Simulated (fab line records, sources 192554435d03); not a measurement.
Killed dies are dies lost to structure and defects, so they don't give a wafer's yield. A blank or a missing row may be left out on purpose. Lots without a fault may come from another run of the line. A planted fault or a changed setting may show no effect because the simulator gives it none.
Split-lot experiment | flow n5_finfet | 7 lots, 21 wafers read, on a route of 1938 steps

THE SPLIT
At N5_BEOL_M15_TRENCH_ETCH_34 (etches SiO2 in C4F8/O2/Ar, target depth 872.93 nm, time 199 s), the setting bias_w was moved away from the recipe's 2040 W on 8 of the 21 wafers read, by -14.9% to +17.6%. The other wafers ran this setting at the recipe's value.

The reading is taken at the split's own step.

THE READING
rf_vpp_V, in V, at N5_BEOL_M15_TRENCH_ETCH_34 (etches SiO2 in C4F8/O2/Ar, target depth 872.93 nm, time 199 s). Fault-free wafers of this fab line usually give 2202 V, standard deviation 27 V.

wafer  | tool, chamber at the split | bias_w as run, W | against the recipe | rf_vpp_V, V | against lot-mates on the recipe
L086.1 | rie_diel-04, 3             | 2040             | recipe             | 2166        | -
L086.2 | rie_diel-04, 0             | 1737             | -14.9%             | 1994        | -200
L086.3 | rie_diel-04, 1             | 2040             | recipe             | 2221        | -
L088.1 | rie_diel-02, 2             | 2175             | +6.6%              | 2284        | +69
L088.2 | rie_diel-02, 3             | 2040             | recipe             | 2206        | -
L088.3 | rie_diel-02, 1             | 2040             | recipe             | 2224        | -
L089.2 | rie_diel-02, 2             | 2399             | +17.6%             | 2440        | +215
L089.4 | rie_diel-02, 1             | 2040             | recipe             | 2225        | -
L089.5 | rie_diel-02, 1             | 2399             | +17.6%             | 2489        | +264
L090.1 | rie_diel-02, 1             | 2040             | recipe             | 2225        | -
L090.3 | rie_diel-02, 0             | 2040             | recipe             | 2225        | -
L090.5 | rie_diel-02, 2             | 1933             | -5.2%              | 2102        | -123
L092.1 | rie_diel-05, 2             | 2040             | recipe             | 2168        | -
L092.2 | rie_diel-05, 1             | 2040             | recipe             | 2158        | -
L092.5 | rie_diel-05, 1             | 2040             | recipe             | 2160        | -
L093.2 | rie_diel-05, 0             | 2040             | recipe             | 2209        | -
L093.4 | rie_diel-05, 1             | 1866             | -8.5%              | 2027        | -182
L093.5 | rie_diel-05, 2             | 1866             | -8.5%              | 2036        | -173
L097.1 | rie_diel-05, 3             | 2040             | recipe             | 2228        | -
L097.3 | rie_diel-05, 2             | 2040             | recipe             | 2169        | -
L097.4 | rie_diel-05, 0             | 2203             | +8.0%              | 2329        | +130

THE FIT
A straight line over all 21 wafers: rf_vpp_V changes by +15.5 V for each +1% of bias_w; r = +0.97; the points scatter about the line by 28 V.
The same after taking each lot's own level away (the mean of its wafers on the recipe; 21 wafers): +14.9 V for each +1%; r = +0.98; scatter 26 V.
On that fit, the largest move of bias_w shifts the reading by 2.6e+02 V.
The lots' own levels span 2162.0 to 2225.0 V, that is 2.3 times the standard deviation above.
So the lot-to-lot level changes the slope little: the two slopes agree.
Check: with one of the wafers moved furthest among these (+17.6%) left out of the fit, the line predicts +270 V for it against its lot-mates. It came out at +215 V against them.
Tool readings at the split's step, against how far the setting was moved: rf_vpp_V r = +0.97.

OTHER SPLITS ON THESE WAFERS
These wafers also went through other splits before the reading. Each is held against what the fit with the lots' levels taken away leaves over:
other split on the same wafers | wafers away from the commonest value | r with rf_vpp_V (lot level and that fit taken away)
N5_BEOL_M15_COAT_22 spin_rpm   | 8                                    | -0.28

THE FILE'S OWN FIT
rf_vpp_V changes by +14.7 V for each +1% of bias_w, r = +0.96.
